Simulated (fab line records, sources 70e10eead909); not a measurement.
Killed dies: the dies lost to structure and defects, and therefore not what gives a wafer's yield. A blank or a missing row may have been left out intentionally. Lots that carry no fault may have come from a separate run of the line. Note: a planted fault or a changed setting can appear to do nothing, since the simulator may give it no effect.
Matching of chambers    flow nandHarc    pecvd-02 running NHARC_A_STAIRCASE_DEP_471: 3 sister chambers
The step deposits SiO2, target thk 100 nm. 3 wafers are shown with their chamber, then 7 later ones without.

== WAFERS PAIRED WITH THEIR CHAMBERS ==
wafer   chamber  throttleValvePct (%)
L081.4  0        14.4
L081.6  1        15.9
L085.4  2        14.3

== WAFERS WITHOUT THEIR CHAMBER ==
wafer   throttleValvePct (%)
L085.6  16.2
L086.2  14.2
L086.3  14.3
L086.4  15.9
L095.1  14.7
L095.2  14.4
L095.4  14.5

== THE CHAMBER EACH PASSED THROUGH ==
wafer   from the rows above      in truth
L085.6  1                        1
L086.2  can't be placed: 2 or 0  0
L086.3  can't be placed: 2 or 0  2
L086.4  1                        1
L095.1  can't be placed: 0 or 2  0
L095.2  can't be placed: 0 or 2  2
L095.4  can't be placed: 0 or 2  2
Correct placement for 2 of the 7. From these rows, 5 cannot be placed; in 5 the true chamber is one of the candidates. Number placed wrongly: 0.
How it was worked out, from the rows above alone: a wafer's distance from a chamber is the root of the sum, over the readings, of the square of ((its reading less the chamber's mean) divided by the reading's scatter). If the next closest chamber is less than 2 further off than the closest, the wafer can't be placed; otherwise it belongs to the closest. For every chamber, the mean is computed from those of its wafers that are shown. The scatter: with one shown wafer a chamber, the root of the mean of the squares of how far each hidden wafer lies from its nearest shown one.
